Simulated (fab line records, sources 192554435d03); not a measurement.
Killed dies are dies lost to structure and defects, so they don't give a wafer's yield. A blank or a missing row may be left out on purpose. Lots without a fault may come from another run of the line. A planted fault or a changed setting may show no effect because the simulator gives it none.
Which tool did it? | flow n5_finfet | 7 lots, 16 wafers sampled, at 3 steps of a route of 1938

WHAT THE GAUGES READ, wafer by wafer
N5_BEOL_M12_CD_MEAS_10: target cd 140 nm.
lot  | measured     | on        | cd_nm (nm)
L636 | day 11 08:32 | cd_sem-01 | 139 142
L639 | day 11 20:23 | cd_sem-03 | 139 141
L640 | day 12 14:14 | cd_sem-03 | 143 138
L643 | day 12 20:07 | cd_sem-03 | 139 139
L646 | day 14 04:21 | cd_sem-03 | 138 139
L651 | day 15 01:23 | cd_sem-02 | 128 126 128
L654 | day 15 21:01 | cd_sem-01 | 143 143 145

WHICH TOOL RAN EACH LOT (tool, then ch and the chambers of the sampled wafers, then the start)
lot  | N5_BEOL_M11_DEGAS_44         | N5_BEOL_M12_PEB_08
L636 | pvd_sputter-03, day 11 06:14 | litho_track-03 ch 0, day 11 08:26
L639 | pvd_sputter-01, day 11 16:52 | litho_track-03 ch 0, day 11 20:16
L640 | pvd_sputter-03, day 12 11:43 | litho_track-03 ch 0, day 12 14:08
L643 | pvd_sputter-02, day 12 17:47 | litho_track-05 ch 0, day 12 20:01
L646 | pvd_sputter-01, day 14 02:10 | litho_track-05 ch 0, day 14 04:14
L651 | pvd_sputter-01, day 14 22:43 | litho_track-03 ch 0, day 15 01:16
L654 | pvd_sputter-03, day 15 18:35 | litho_track-04 ch 0, day 15 20:53
- N5_BEOL_M11_DEGAS_44: time 60 s.
- N5_BEOL_M12_PEB_08: peb time 90 s.

THE ANSWER, worked out from the rows above alone
Rule: what is usual is taken from the lots themselves. Put in order of their means at a reading, lots are off if they are a third of the lots or fewer, leave a main group of 4 or more, and stand apart from it by a gap of 3 or more times the standard deviation of the main group's means; of several such gaps the widest counts. A main group whose means are all the same, to the digits that the tables above print for the reading, isn't used. A lot without any number at a reading at which 4 lots or more have one is off too. The other lots that the step has rows for count as sound.
Off: L651, at N5_BEOL_M12_CD_MEAS_10 (cd_nm). The main group: mean 140 nm, standard deviation 1.7.
A tool fits if, at a process step before that reading, it ran every lot that is off, and no sound lot after the first of them. The gauges at N5_BEOL_M12_CD_MEAS_10 are tried like those tools. Can't be told from this: 3 tools fit, pvd_sputter-01 at N5_BEOL_M11_DEGAS_44, litho_track-03 at N5_BEOL_M12_PEB_08, cd_sem-02 at N5_BEOL_M12_CD_MEAS_10.

WHAT THE SIMULATOR HAD PUT IN
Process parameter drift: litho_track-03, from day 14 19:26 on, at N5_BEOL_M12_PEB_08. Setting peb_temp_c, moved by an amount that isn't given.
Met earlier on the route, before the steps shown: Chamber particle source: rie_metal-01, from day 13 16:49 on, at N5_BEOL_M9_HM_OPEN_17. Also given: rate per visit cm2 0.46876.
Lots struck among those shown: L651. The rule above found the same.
